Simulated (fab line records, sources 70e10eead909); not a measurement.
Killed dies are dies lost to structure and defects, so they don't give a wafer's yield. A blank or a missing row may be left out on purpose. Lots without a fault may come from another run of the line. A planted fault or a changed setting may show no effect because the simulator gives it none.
fab line records | flow nand_harc
record lots=24 wafers=72 last_day=24
route steps=1159 shown A_STAIRCASE@665 A_SGD_CUT@747
lots that met no fault: from a run of the same line without faults
start_h: hours from the record's first day to the start of the lot's first wafer shown | wait_h: hours since the lot's step before | " the same as in the row above | L1.1+2: a row that stands for several wafers | - no value, or no start given | * or withheld: withheld | < > ~ a bound
route shown NAME@n: a module of which the file shows steps, and the number in the route of the first | usual: mean/standard deviation of fault-free wafers | same: alike in all rows | chamber/n: place in a boat | sites: the reading at each site | _std_site: their standard deviation | _edge_site: outer sites' mean less inner sites' | radius_mm: how far each site lies from the wafer's centre | mask NAME#n: copy n | behind: the tool/chamber that last shaped the wafer | hold: why the lot was held/for how many hours/how that ended | device: the transistor (n, p or np) that didn't switch | end of line: the same wafers' tests at the end of the route | a step without rows: its recipe alone | killed: dies lost to structure and defects at the first sort, not the wafer's yield | map: a wafer's dies, x killed, . not, _ none there
set.NAME: the setting as run; set.NAME@STEP: as run at that earlier step | model.NAME: the simulator's own value behind a step, which no gauge read
steps of the route over a sample of lots; a table a step, a row a wafer
services: from which hour (start_h, from the record's first day; less than 0 if before it) a tool's chamber was out of use, for how many hours, and why
## steps
# step NHARC_A_STAIRCASE_ETCH_292
# recipe cf4_flow_sccm=100 chf3_flow_sccm=30 ar_flow_sccm=0 rf_w=500 bias_w=200 chemistry=CF4/CHF3
# usual drypump_motor_current_A=6.1/0.43 oes_product_au=0.947/0.023 rf_vpp_V=369.1/1.7 showerhead_plenum_p_Torr=1.53/0.043 throttle_valve_pct=16.801/0.0091
# columns lot.wafer tool chamber start_h wait_h drypump_motor_current_A oes_product_au rf_hours_counter_h rf_vpp_V showerhead_plenum_p_Torr throttle_valve_pct
L074.2 rie_diel-10 3 251.88 0.1 5.8 0.940 27 371.7 1.56 16.808
L074.6 " 3 " " 5.8 0.914 - 371.1 1.56 16.803
L074.5 " 0 " " 5.7 0.923 - 368.2 1.52 16.799
L075.1 rie_diel-13 3 260.48 0.2 6.2 0.925 57 370.2 1.55 16.803
L075.6 " 2 " " 5.8 0.930 - 366.2 1.50 16.791
L075.5 " 3 " " 6.2 0.925 - 370.1 1.55 16.798
L076.4 rie_diel-09 1 267.48 0.1 6.2 0.969 1 368.7 1.52 16.812
L076.2 " 2 " " 6.5 0.974 0 366.6 1.50 16.786
L076.6 " 0 " " 5.6 0.959 - 371.3 1.59 16.784
L077.2 rie_diel-10 0 267.89 0.1 5.7 0.933 23 370.0 1.52 16.800
L077.3 " 2 " " 5.0 0.924 32 368.6 1.52 16.797
L077.5 " 3 " " 5.8 0.934 - 370.8 1.56 16.811
L078.1 rie_diel-09 3 269.22 0.1 6.6 0.980 1 367.7 1.49 16.799
L078.5 " 1 " " 6.2 0.981 - 368.8 1.52 16.797
L078.6 " 2 " " 6.5 0.961 - 368.1 1.49 16.793
L079.1 rie_diel-09 1 293.15 0.1 6.2 0.929 10 367.9 1.51 16.793
L079.2 " 2 " " 6.5 0.922 9 369.4 1.49 16.809
L079.4 " 3 " " 6.6 0.927 10 368.1 1.49 16.818
L080.2 rie_diel-13 3 298.46 0.1 6.2 0.981 6 368.8 1.55 16.805
L080.1 " 0 " " 5.7 0.990 6 372.3 1.57 16.809
L080.5 " 2 " " 5.8 0.958 - 368.3 1.50 16.792
L081.1 rie_diel-13 2 304.31 0.2 5.8 0.942 7 366.5 1.50 16.794
L081.4 " 3 " " 6.2 0.944 7 370.5 1.55 16.786
L081.6 " 1 " " 6.6 0.945 - 370.4 1.55 16.796
L082.4 rie_diel-09 1 305.15 0.1 6.2 0.962 14 369.0 1.51 16.802
L082.1 " 3 " " 6.6 0.987 15 366.9 1.49 16.815
L082.6 " 1 " " 6.1 0.962 - 370.3 1.51 16.802
L083.2 rie_diel-09 0 307.06 0.2 5.7 0.961 16 371.0 1.58 16.784
L083.1 " 2 " " 6.5 0.946 15 367.7 1.49 16.796
L083.5 " 1 " " 6.1 0.967 - 368.6 1.51 16.796
L084.3 rie_diel-10 3 311.84 0.1 5.8 0.982 50 370.4 1.56 16.790
L084.2 " 0 " " 5.7 0.976 39 367.9 1.51 16.800
L084.5 " 1 " " 5.4 0.951 - 373.3 1.64 16.793
L087.3 rie_diel-09 0 326.97 0.1 5.6 0.952 24 371.3 1.58 16.806
L087.5 " 2 " " 6.5 0.971 - 368.1 1.49 16.792
L087.6 " 3 " " 6.6 0.985 - 367.4 1.48 16.800
L086.3 rie_diel-13 0 331.54 0.1 5.7 0.974 16 370.6 1.57 16.804
L086.1 " 1 " " 6.6 0.992 15 369.5 1.55 16.813
L086.6 " 3 " " 6.2 0.969 - 369.4 1.54 16.786
L085.1 rie_diel-09 1 333.27 0.1 6.2 0.970 25 368.9 1.51 16.785
L085.6 " 0 " " 5.7 0.953 - 371.8 1.58 16.794
L085.5 " 1 " " 6.1 0.973 - 368.6 1.51 16.799
L089.2 rie_diel-09 2 337.15 0.1 6.5 0.923 28 368.0 1.49 16.802
L089.1 " 0 " " 5.6 0.926 27 372.0 1.58 16.802
L089.5 " 2 " " 6.5 0.926 - 368.1 1.49 16.796
L088.2 rie_diel-09 3 339.64 0.1 6.6 0.922 29 367.4 1.48 16.816
L088.4 " 1 " " 6.2 0.935 26 369.1 1.51 16.784
L088.1 " 2 " " 6.5 0.917 28 367.5 1.49 16.801
L090.1 rie_diel-09 1 345.08 0.3 6.2 0.921 28 368.7 1.51 16.809
L090.3 " 0 " " 5.6 0.916 29 371.3 1.58 16.788
L090.6 " 1 " " 6.2 0.923 - 368.0 1.51 16.799
L092.4 rie_diel-09 1 360.35 0.1 6.2 0.940 36 367.7 1.51 16.803
L092.1 " 2 " " 6.5 0.919 40 367.2 1.49 16.795
L092.2 " 0 " " 5.6 0.922 38 370.8 1.58 16.801
L094.4 rie_diel-09 3 362.20 0.1 6.6 0.924 41 367.6 1.48 16.796
L094.1 " 1 " " 6.1 0.928 38 369.4 1.51 16.787
L094.3 " 2 " " 6.5 0.913 40 367.8 1.49 16.788
L093.1 rie_diel-09 3 365.89 0.1 6.6 0.956 43 368.3 1.48 16.814
L093.3 " 0 " " 5.6 0.951 40 369.6 1.58 16.817
L093.4 " 1 " " 6.2 0.981 39 367.7 1.51 16.806
L091.1 rie_diel-09 3 367.72 0.1 6.5 0.972 44 367.0 1.48 16.804
L091.6 " 3 " " 6.5 0.970 - 368.3 1.48 16.794
L091.5 " 0 " " 5.6 0.950 - 369.6 1.58 16.797
L096.4 rie_diel-10 1 377.66 0.1 5.4 0.937 3 374.2 1.64 16.790
L096.2 " 3 " " 5.8 0.940 4 370.3 1.55 16.801
L096.6 " 1 " " 5.4 0.937 - 373.0 1.64 16.802
L095.1 rie_diel-13 0 379.83 0.4 5.7 0.949 36 369.6 1.57 16.796
L095.3 " 1 " " 6.6 0.956 35 369.4 1.55 16.808
L095.2 " 2 " " 5.9 0.943 37 369.0 1.49 16.806
L097.3 rie_diel-13 1 396.82 0.1 6.6 0.949 43 368.2 1.54 16.801
L097.1 " 2 " " 5.9 0.951 41 367.9 1.49 16.784
L097.5 " 1 " " 6.6 0.955 - 371.2 1.54 16.791
# step NHARC_A_STAIRCASE_ETCH_315
# recipe target_depth_a=25000 time_s=607.1 ion_energy_ev=800 c4f8_flow_sccm=80 o2_flow_sccm=60 ar_flow_sccm=withheld rf_w=600 bias_w=3000 chemistry=C4F8/O2/Ar
# usual oes_product_au=0.933/0.011 rf_vpp_V=1821/7.5
# columns lot.wafer tool chamber start_h wait_h oes_product_au rf_hours_counter_h rf_vpp_V
L074.2 rie_diel-10 0 - - 0.928 21 1818
L074.5 " 0 " " 0.938 - 1817
L074.6 " 1 " " 0.928 - 1840
L075.1 rie_diel-09 1 - - 0.937 0 1817
L075.5 " 0 " " 0.946 - 1830
L075.6 " 1 " " 0.948 - 1817
L076.4 rie_diel-09 3 - - 0.942 2 1813
L076.2 " 1 " " 0.930 2 1817
L076.6 " 3 " " 0.934 - 1814
L077.3 rie_diel-09 0 - - 0.941 2 1828
L077.2 " 3 " " 0.942 2 1813
L077.5 " 1 " " 0.942 - 1817
L078.1 rie_diel-13 1 - - 0.947 55 1824
L078.5 " 1 " " 0.941 - 1824
L078.6 " 2 " " 0.956 - 1814
L079.4 rie_diel-10 2 - - 0.931 43 1816
L079.1 " 0 " " 0.952 36 1817
L079.2 " 1 " " 0.938 43 1840
L080.2 rie_diel-13 3 - - 0.942 8 1824
L080.1 " 1 " " 0.930 8 1823
L080.5 " 3 " " 0.935 - 1822
L081.4 rie_diel-09 0 - - 0.906 18 1828
L081.1 " 1 " " 0.931 17 1816
L081.6 " 1 " " 0.924 - 1817
L082.1 rie_diel-10 3 - - 0.937 53 1825
L082.4 " 0 " " 0.927 42 1815
L082.6 " 3 " " 0.934 - 1824
L083.2 rie_diel-13 2 - - 0.922 11 1814
L083.1 " 0 " " 0.933 11 1828
L083.5 " 2 " " 0.919 - 1814
L084.2 rie_diel-09 3 - - 0.938 22 1812
L084.3 " 1 " " 0.930 21 1816
L084.5 " 2 " " 0.926 - 1814
L087.3 rie_diel-09 2 - - 0.924 27 1812
L087.5 " 1 " " 0.924 - 1816
L087.6 " 2 " " 0.919 - 1813
L086.1 rie_diel-10 3 - - 0.940 60 1824
L086.3 " 0 " " 0.934 49 1817
L086.6 " 2 " " 0.933 - 1816
L085.1 rie_diel-10 2 - - 0.931 60 1818
L085.5 " 2 " " 0.924 - 1817
L085.6 " 3 " " 0.931 - 1825
L089.2 rie_diel-09 1 - - 0.941 27 1817
L089.1 " 2 " " 0.943 29 1813
L089.5 " 0 " " 0.925 - 1831
L088.2 rie_diel-13 0 - - 0.933 22 1825
L088.1 " 2 " " 0.930 21 1812
L088.4 " 2 " " 0.929 - 1813
L090.1 rie_diel-10 0 - - 0.963 54 1817
L090.3 " 1 " " 0.937 61 1837
L090.6 " 1 " " 0.945 - 1839
L092.4 rie_diel-13 2 - - 0.938 34 1812
L092.2 " 3 " " 0.929 32 1820
L092.1 " 0 " " 0.929 34 1826
L094.1 rie_diel-10 0 - - 0.938 1 1816
L094.4 " 2 " " 0.942 2 1815
L094.3 " 3 " " 0.938 2 1823
L093.3 rie_diel-13 2 - - 0.941 36 1812
L093.1 " 3 " " 0.934 34 1823
L093.4 " 0 " " 0.933 35 1827
L091.1 rie_diel-09 2 - - 0.914 44 1813
L091.6 " 3 " " 0.929 - 1810
L091.5 " 0 " " 0.919 - 1829
L096.2 rie_diel-10 0 - - 0.909 9 1815
L096.4 " 2 " " 0.923 - 1816
L096.6 " 3 " " 0.920 - 1823
L095.3 rie_diel-10 3 - - 0.926 10 1824
L095.1 " 0 " " 0.911 10 1816
L095.2 " 2 " " 0.917 10 1816
L097.1 rie_diel-13 0 - - 0.931 47 1825
L097.3 " 2 " " 0.925 44 1813
L097.5 " 0 " " 0.934 - 1825
# step NHARC_A_STAIRCASE_CMP_152
# usual motor_current_A=12.1/1.3 slurry_flow_ml_min=150.0/0.47
# columns lot.wafer tool chamber start_h wait_h motor_current_A slurry_flow_ml_min
L074.2 cmp-02 1 306.62 0.1 14.1 150.2
L074.5 " 2 " " 14.8 150.6
L074.6 " 3 " " 11.5 150.1
L075.1 cmp-03 3 310.92 0.1 10.3 150.4
L075.6 " 1 " " 11.9 149.9
L075.5 " 2 " " 11.9 149.9
L078.1 cmp-01 3 317.15 0.1 11.4 149.2
L078.6 " 3 " " 12.3 149.9
L078.5 " 0 " " 12.2 150.0
L077.2 cmp-03 1 317.26 0.1 12.0 150.0
L077.3 " 0 " " 14.3 150.3
L077.5 " 1 " " 12.0 149.9
L076.2 cmp-02 0 317.73 0.1 10.8 149.5
L076.4 " 1 " " 13.4 150.3
L076.6 " 3 " " 10.6 149.8
L079.1 cmp-01 2 344.02 0.1 11.2 149.9
L079.4 " 3 " " 12.0 149.6
L079.2 " 0 " " 12.6 150.9
L080.1 cmp-02 0 355.19 0.1 10.8 150.5
L080.2 " 1 " " 13.2 149.9
L080.5 " 0 " " 10.2 150.8
L081.4 cmp-01 0 355.47 0.1 12.0 150.2
L081.1 " 1 " " 12.0 150.2
L081.6 " 1 " " 12.6 149.7
L084.2 cmp-01 1 361.00 0.1 12.5 148.6
L084.3 " 3 " " 12.8 149.9
L084.5 " 1 " " 12.3 149.9
L083.1 cmp-01 2 361.20 0.1 11.4 150.2
L083.2 " 1 " " 12.0 150.2
L083.5 " 3 " " 12.6 150.0
L082.1 cmp-01 3 363.45 0.1 11.9 150.5
L082.4 " 1 " " 12.0 149.1
L082.6 " 0 " " 12.5 149.8
L087.3 cmp-03 2 379.14 0.1 12.4 149.4
L087.5 " 3 " " 10.3 149.1
L087.6 " 0 " " 14.3 150.8
L086.3 cmp-02 1 379.27 0.1 14.0 149.5
L086.1 " 2 " " 14.1 150.0
L086.6 " 1 " " 13.3 149.5
L085.1 cmp-01 2 387.80 0.1 11.4 149.9
L085.5 " 2 " " 11.0 149.7
L085.6 " 3 " " 11.4 150.2
L089.1 cmp-02 3 388.08 0.1 10.7 149.8
L089.2 " 2 " " 14.8 150.3
L089.5 " 3 " " 11.1 150.5
L088.4 cmp-03 1 388.37 0.1 11.1 149.7
L088.1 " 3 " " 9.9 150.4
L088.2 " 0 " " 14.7 150.2
L090.1 cmp-01 0 399.75 0.1 12.0 149.9
L090.3 " 1 " " 11.8 150.6
L090.6 " 2 " " 11.5 150.0
L093.4 cmp-03 2 416.68 0.1 12.6 149.9
L093.1 " 0 " " 14.5 149.0
L093.3 " 1 " " 11.8 149.8
L094.4 cmp-01 3 417.11 0.1 12.3 150.1
L094.1 " 0 " " 12.1 151.3
L094.3 " 1 " " 12.1 149.9
L092.1 cmp-02 3 417.30 0.1 10.7 150.0
L092.4 " 0 " " 10.3 149.8
L092.2 " 2 " " 14.3 150.4
L091.1 cmp-01 3 423.34 0.1 12.2 150.1
L091.5 " 3 " " 12.1 150.1
L091.6 " 0 " " 13.0 150.4
L095.3 cmp-01 1 437.63 0.1 11.5 150.9
L095.2 " 2 " " 11.2 150.0
L095.1 " 3 " " 11.8 150.2
L096.2 cmp-02 3 437.68 0.1 11.4 150.8
L096.4 " 0 " " 10.9 149.7
L096.6 " 2 " " 14.0 150.1
L097.1 cmp-03 0 450.80 0.1 13.9 149.9
L097.3 " 1 " " 11.9 149.7
L097.5 " 3 " " 9.9 150.2
# step NHARC_A_STAIRCASE_ETCHBACK_157
# recipe target_depth_a=900 over_etch_frac=0.3 time_s=167.14 ion_energy_ev=120 ch3f_flow_sccm=50 o2_flow_sccm=30 ar_flow_sccm=200 rf_w=500 bias_w=100 chemistry=CH3F/O2
# usual drypump_motor_current_A=6.1/0.45 oes_product_au=0.96/0.032 rf_vpp_V=243.2/1.2 showerhead_plenum_p_Torr=2.38/0.067 throttle_valve_pct=20.663/0.0085
# columns lot.wafer tool chamber start_h wait_h drypump_motor_current_A oes_product_au rf_hours_counter_h rf_vpp_V showerhead_plenum_p_Torr throttle_valve_pct
L074.2 rie_diel-10 2 307.44 0.2 5.0 0.94 47 242.0 2.37 20.658
L074.6 " 1 " " 5.4 0.93 - 246.6 2.57 20.660
L074.5 " 2 " " 5.0 0.95 - 242.5 2.37 20.662
L075.1 rie_diel-13 3 311.78 0.2 6.2 0.99 9 243.7 2.41 20.662
L075.6 " 0 " " 5.7 1.00 - 244.0 2.46 20.664
L075.5 " 1 " " 6.6 1.00 - 244.1 2.42 20.658
L078.1 rie_diel-09 1 317.97 0.1 6.2 0.95 19 242.5 2.36 20.659
L078.5 " 1 " " 6.2 0.95 - 241.8 2.36 20.673
L078.6 " 2 " " 6.5 0.94 - 242.5 2.33 20.655
L077.2 rie_diel-09 0 318.09 0.1 5.6 0.98 20 245.0 2.47 20.672
L077.3 " 2 " " 6.5 0.99 20 241.8 2.33 20.645
L077.5 " 0 " " 5.6 0.98 - 244.1 2.47 20.672
L076.2 rie_diel-09 2 318.58 0.2 6.5 0.92 20 242.4 2.33 20.663
L076.4 " 3 " " 6.6 0.93 21 242.9 2.32 20.656
L076.6 " 1 " " 6.2 0.93 - 244.0 2.36 20.671
L079.1 rie_diel-09 3 345.14 0.4 6.6 0.93 31 242.4 2.31 20.653
L079.4 " 0 " " 5.6 0.92 29 245.1 2.47 20.655
L079.2 " 1 " " 6.2 0.93 28 242.0 2.36 20.658
L080.2 rie_diel-09 0 356.11 0.3 5.7 0.98 35 244.8 2.47 20.655
L080.1 " 2 " " 6.5 0.98 36 242.5 2.32 20.667
L080.5 " 3 " " 6.6 1.00 - 242.2 2.31 20.665
L081.4 rie_diel-09 3 356.50 0.3 6.6 0.99 37 241.7 2.31 20.667
L081.1 " 1 " " 6.2 1.00 34 242.1 2.35 20.666
L081.6 " 3 " " 6.6 0.99 - 242.0 2.31 20.663
L084.3 rie_diel-13 0 361.84 0.1 5.7 0.93 32 245.2 2.45 20.665
L084.2 " 2 " " 5.9 0.93 32 242.0 2.33 20.667
L084.5 " 1 " " 6.6 0.94 - 243.7 2.42 20.656
L083.2 rie_diel-13 2 362.01 0.2 5.8 0.97 32 241.7 2.33 20.670
L083.1 " 3 " " 6.2 0.98 30 243.2 2.41 20.662
L083.5 " 3 " " 6.2 0.99 - 244.3 2.41 20.675
L082.4 rie_diel-13 1 364.36 0.2 6.6 1.00 32 242.6 2.42 20.670
L082.1 " 0 " " 5.7 1.00 33 244.8 2.45 20.673
L082.6 " 2 " " 5.9 1.00 - 242.3 2.33 20.661
L087.3 rie_diel-09 3 380.04 0.2 6.6 0.99 46 242.6 2.31 20.670
L087.6 " 2 " " 6.5 0.98 - 242.3 2.32 20.658
L087.5 " 3 " " 6.6 0.98 - 243.0 2.31 20.666
L086.1 rie_diel-13 3 380.19 0.2 6.2 0.92 35 244.1 2.40 20.665
L086.3 " 0 " " 5.7 0.93 36 242.7 2.45 20.647
L086.6 " 3 " " 6.2 0.92 - 244.4 2.40 20.649
L085.1 rie_diel-09 1 388.66 0.2 6.2 0.94 48 242.7 2.35 20.671
L085.5 " 1 " " 6.2 0.93 - 243.7 2.35 20.660
L085.6 " 2 " " 6.5 0.92 - 242.1 2.31 20.668
L089.2 rie_diel-13 0 388.91 0.2 5.8 0.93 41 243.8 2.44 20.687
L089.1 " 1 " " 6.6 0.94 40 244.1 2.41 20.668
L089.5 " 0 " " 5.7 0.92 - 243.9 2.44 20.668
L088.4 rie_diel-13 0 389.20 0.2 5.7 1.01 41 243.8 2.44 20.674
L088.2 " 1 " " 6.6 1.01 40 243.7 2.41 20.657
L088.1 " 2 " " 5.9 0.93 38 242.1 2.32 20.662
L090.3 rie_diel-13 1 400.57 0.2 6.6 0.93 45 242.9 2.41 20.660
L090.1 " 3 " " 6.2 0.92 45 243.2 2.40 20.659
L090.6 " 1 " " 6.6 0.94 - 245.0 2.41 20.685
L093.3 rie_diel-09 2 417.55 0.1 6.5 0.93 60 242.3 2.31 20.666
L093.1 " 3 " " 6.6 0.95 59 241.3 2.30 20.645
L093.4 " 3 " " 6.6 0.96 - 242.2 2.30 20.667
L094.3 rie_diel-09 3 417.94 0.2 6.6 0.93 59 241.3 2.30 20.661
L094.1 " 1 " " 6.2 0.93 57 241.5 2.35 20.656
L094.4 " 1 " " 6.2 0.94 - 242.2 2.35 20.654
L092.2 rie_diel-10 1 418.12 0.2 5.4 0.93 18 245.6 2.56 20.657
L092.1 " 3 " " 5.8 0.93 19 242.9 2.42 20.663
L092.4 " 0 " " 5.7 0.92 21 243.6 2.35 20.661
L091.1 rie_diel-10 1 424.20 0.2 5.4 1.00 19 244.2 2.56 20.669
L091.6 " 3 " " 5.8 0.99 - 243.2 2.42 20.659
L091.5 " 0 " " 5.8 0.98 - 242.5 2.35 20.661
L095.2 rie_diel-10 1 438.45 0.2 5.4 0.98 25 245.2 2.56 20.662
L095.3 " 2 " " 5.0 0.96 28 243.5 2.35 20.663
L095.1 " 3 " " 5.8 0.97 30 243.5 2.41 20.669
L096.2 rie_diel-13 2 438.53 0.1 5.9 0.92 57 242.5 2.32 20.653
L096.4 " 0 " " 5.7 0.92 64 242.8 2.44 20.669
L096.6 " 2 " " 5.8 0.92 - 244.1 2.32 20.664
L097.1 rie_diel-09 0 451.63 0.1 5.6 0.98 3 243.3 2.46 20.676
L097.3 " 1 " " 6.2 1.00 3 242.7 2.34 20.677
L097.5 " 0 " " 5.6 0.98 - 244.3 2.46 20.672
# step NHARC_A_SGD_CUT_DEP_00
# recipe target_thk_a=500 temp_c=400 target_thk_nm=50 flow_sccm=200 rf_w=450 material=SiNx
# usual heater_power_w=749/93
# columns lot.wafer tool chamber start_h wait_h heater_power_w
L074.2 pecvd-04 2 308.42 0.1 586
L074.5 " 2 " " 605
L074.6 " 0 " " 793
L075.1 pecvd-03 2 312.68 0.1 728
L075.5 " 2 " " 709
L075.6 " 1 " " 806
L078.1 pecvd-03 2 319.05 0.1 689
L078.5 " 0 " " 785
L078.6 " 1 " " 831
L077.2 pecvd-04 0 319.11 0.1 732
L077.3 " 1 " " 632
L077.5 " 1 " " 643
L076.2 pecvd-03 1 319.58 0.1 902
L076.6 " 0 " " 822
L076.4 " 1 " " 881
L079.1 pecvd-03 0 346.19 0.1 875
L079.2 " 1 " " 895
L079.4 " 2 " " 629
L080.1 pecvd-04 1 357.10 0.1 573
L080.2 " 0 " " 707
L080.5 " 2 " " 644
L081.1 pecvd-02 0 357.51 0.1 779
L081.6 " 2 " " 743
L081.4 " 0 " " 798
L084.3 pecvd-02 2 362.94 0.1 834
L084.2 " 1 " " 856
L084.5 " 0 " " 665
L083.2 pecvd-03 0 363.02 0.1 911
L083.1 " 2 " " 715
L083.5 " 2 " " 708
L082.1 pecvd-02 0 365.36 0.1 729
L082.4 " 0 " " 731
L082.6 " 2 " " 864
L087.3 pecvd-02 1 380.99 0.1 873
L087.6 " 1 " " 888
L087.5 " 2 " " 793
L086.3 pecvd-02 0 381.22 0.1 758
L086.1 " 1 " " 818
L086.6 " 2 " " 795
L085.1 pecvd-04 1 390.58 0.1 580
L085.6 " 0 " " 706
L085.5 " 2 " " 666
L089.1 pecvd-02 2 390.71 0.1 796
L089.2 " 1 " " 825
L089.5 " 2 " " 809
L088.1 pecvd-04 1 390.86 0.1 679
L088.2 " 2 " " 608
L088.4 " 1 " " 696
L090.1 pecvd-04 1 401.59 0.1 581
L090.3 " 2 " " 579
L090.6 " 1 " " 607
L093.3 pecvd-03 1 418.57 0.1 905
L093.1 " 2 " " 655
L093.4 " 1 " " 885
L094.1 pecvd-03 2 418.93 0.1 662
L094.3 " 0 " " 830
L094.4 " 1 " " 780
L092.1 pecvd-03 1 419.11 0.1 850
L092.2 " 0 " " 847
L092.4 " 0 " " 833
L091.1 pecvd-02 2 425.16 0.1 757
L091.5 " 0 " " 777
L091.6 " 1 " " 849
L095.1 pecvd-02 0 439.43 0.1 701
L095.2 " 1 " " 776
L095.3 " 2 " " 866
L096.2 pecvd-03 1 439.57 0.1 900
L096.4 " 0 " " 730
L096.6 " 1 " " 911
L097.3 pecvd-04 1 452.72 0.1 682
L097.1 " 2 " " 577
L097.5 " 0 " " 751
# step NHARC_A_SGD_CUT_ETCH_15
# recipe target_depth_a=750 time_s=64.3 ch3f_flow_sccm=50 o2_flow_sccm=30 ar_flow_sccm=200 rf_w=500 bias_w=100 chemistry=CH3F/O2
# usual drypump_motor_current_A=5.8/0.4 oes_product_au=0.961/0.014 rf_vpp_V=264.9/1.4 showerhead_plenum_p_Torr=2.54/0.073 throttle_valve_pct=20.663/0.01
# columns lot.wafer tool chamber start_h wait_h drypump_motor_current_A oes_product_au rf_hours_counter_h rf_vpp_V showerhead_plenum_p_Torr throttle_valve_pct
L074.2 rie_diel-05 1 - - 6.6 0.963 14 265.9 2.62 20.658
L074.6 " 3 " " 5.6 0.969 - 264.9 2.53 20.660
L074.5 " 0 " " 6.2 0.962 - 267.1 2.55 20.667
L075.1 rie_diel-08 1 - - 6.3 0.973 0 264.6 2.53 20.647
L075.5 " 1 " " 6.2 0.959 - 264.9 2.53 20.682
L075.6 " 2 " " 5.3 0.942 - 265.4 2.54 20.649
L078.1 rie_diel-05 1 - - 6.6 0.934 15 265.3 2.61 20.646
L078.6 " 2 " " 5.0 0.931 - 263.6 2.47 20.669
L078.5 " 3 " " 5.6 0.930 - 266.3 2.53 20.640
L077.2 rie_diel-02 2 - - 5.8 0.983 11 264.7 2.62 20.671
L077.3 " 1 " " 5.8 0.968 11 262.7 2.40 20.648
L077.5 " 2 " " 5.7 0.979 - 265.9 2.62 20.663
L076.4 rie_diel-08 1 - - 6.3 0.990 1 265.3 2.53 20.661
L076.2 " 2 " " 5.3 0.973 1 264.6 2.54 20.678
L076.6 " 1 " " 6.3 0.983 - 266.6 2.53 20.657
L079.2 rie_diel-02 0 - - 5.5 0.962 1 262.3 2.41 20.677
L079.1 " 1 " " 5.8 0.970 1 263.0 2.40 20.658
L079.4 " 2 " " 5.7 0.990 1 265.5 2.61 20.653
L080.2 rie_diel-02 2 - - 5.7 0.968 2 265.5 2.62 20.669
L080.1 " 0 " " 5.5 0.982 3 264.0 2.41 20.677
L080.5 " 2 " " 5.7 0.967 - 265.0 2.61 20.668
L081.4 rie_diel-08 1 - - 6.3 0.960 6 263.4 2.53 20.661
L081.1 " 3 " " 6.0 0.974 5 266.3 2.59 20.649
L081.6 " 0 " " 5.3 0.955 - 263.5 2.52 20.664
L084.3 rie_diel-05 2 - - 5.0 0.993 1 263.9 2.47 20.657
L084.2 " 3 " " 5.7 0.977 1 264.1 2.52 20.660
L084.5 " 1 " " 6.6 0.960 - 267.5 2.61 20.666
L083.2 rie_diel-08 2 - - 5.3 0.949 6 265.1 2.54 20.665
L083.1 " 0 " " 5.3 0.935 7 264.1 2.52 20.657
L083.5 " 2 " " 5.3 0.937 - 265.5 2.54 20.664
L082.4 rie_diel-02 3 - - 5.8 0.972 2 267.7 2.64 20.665
L082.1 " 0 " " 5.5 0.955 3 263.8 2.41 20.680
L082.6 " 0 " " 5.5 0.967 - 263.8 2.41 20.667
L086.1 rie_diel-05 2 - - 5.0 0.970 3 263.5 2.47 20.657
L086.3 " 3 " " 5.6 0.973 3 265.7 2.52 20.656
L086.6 " 1 " " 6.6 0.946 - 265.5 2.61 20.661
L087.3 rie_diel-08 2 - - 5.3 0.953 9 265.5 2.54 20.667
L087.5 " 1 " " 6.3 0.950 - 264.8 2.53 20.664
L087.6 " 0 " " 5.3 0.938 - 264.8 2.52 20.670
L085.1 rie_diel-08 0 - - 5.3 0.956 11 264.0 2.52 20.656
L085.6 " 1 " " 6.3 0.972 - 266.1 2.53 20.659
L085.5 " 2 " " 5.3 0.961 - 265.0 2.54 20.655
L089.2 rie_diel-02 2 - - 5.8 0.969 4 266.1 2.61 20.658
L089.1 " 3 " " 5.8 0.944 4 267.6 2.64 20.649
L089.5 " 3 " " 5.8 0.955 - 265.7 2.64 20.650
L088.2 rie_diel-02 3 - - 5.8 0.932 4 266.6 2.64 20.679
L088.1 " 0 " " 5.5 0.953 5 263.2 2.41 20.648
L088.4 " 0 " " 5.5 0.935 - 261.4 2.41 20.664
L090.1 rie_diel-08 1 - - 6.3 0.971 10 264.3 2.53 20.669
L090.3 " 2 " " 5.3 0.958 12 265.3 2.53 20.648
L090.6 " 2 " " 5.3 0.950 - 264.3 2.53 20.663
L093.4 rie_diel-05 3 - - 5.7 0.984 6 263.9 2.52 20.681
L093.1 " 1 " " 6.6 0.954 6 266.8 2.61 20.666
L093.3 " 2 " " 5.0 0.969 6 264.3 2.47 20.679
L094.3 rie_diel-02 0 - - 5.5 0.971 7 262.3 2.41 20.673
L094.1 " 1 " " 5.8 0.962 6 262.6 2.40 20.647
L094.4 " 3 " " 5.8 0.967 6 265.9 2.64 20.635
L092.1 rie_diel-08 1 - - 6.3 0.970 12 264.4 2.53 20.675
L092.2 " 3 " " 6.0 0.962 12 265.3 2.59 20.660
L092.4 " 1 " " 6.3 0.970 - 265.2 2.53 20.668
L091.1 rie_diel-02 1 - - 5.8 0.963 6 263.0 2.40 20.679
L091.5 " 3 " " 5.8 0.969 - 267.3 2.64 20.649
L091.6 " 0 " " 5.5 0.982 - 262.8 2.41 20.655
L095.1 rie_diel-05 3 - - 5.6 0.981 8 264.9 2.52 20.663
L095.2 " 0 " " 6.2 0.958 8 262.6 2.54 20.668
L095.3 " 1 " " 6.6 0.969 7 265.6 2.61 20.672
L096.4 rie_diel-02 2 - - 5.7 0.979 7 266.4 2.61 20.656
L096.2 " 3 " " 5.8 0.949 7 266.3 2.64 20.674
L096.6 " 2 " " 5.8 0.972 - 266.2 2.61 20.649
L097.3 rie_diel-08 1 - - 6.3 0.976 17 263.5 2.53 20.669
L097.1 " 2 " " 5.3 0.962 19 264.1 2.53 20.665
L097.5 " 1 " " 6.3 0.967 - 264.0 2.53 20.665
## services
# columns tool chamber start_h hours kind
rie_diel-02 3 231.53 11.3 repair
rie_diel-10 0 236.55 13.4 repair
rie_diel-09 - 254.16 9.0 pm
rie_diel-13 3 272.41 8.6 repair
rie_diel-08 3 273.88 10.3 repair
rie_diel-13 - 276.04 9.0 pm
cmp-01 - 276.90 1.7 repair
cmp-01 - 278.60 4.0 pm
cmp-01 - 284.71 3.3 repair
rie_diel-13 2 305.68 4.4 repair
rie_diel-10 - 354.16 9.0 pm
rie_diel-13 - 375.21 2.7 repair
cmp-01 - 376.60 4.0 pm
rie_diel-13 2 381.87 3.8 repair
rie_diel-10 1 387.50 7.1 repair
rie_diel-10 3 401.02 1.2 repair
rie_diel-09 0 401.81 17.0 repair
rie_diel-09 - 403.74 4.5 repair
rie_diel-10 1 425.89 3.1 repair
rie_diel-09 0 427.26 4.9 repair
rie_diel-09 - 431.21 9.0 pm
rie_diel-10 - 441.10 0.4 repair
rie_diel-09 - 450.31 0.4 repair
rie_diel-13 - 453.04 9.0 pm
## key
fault none
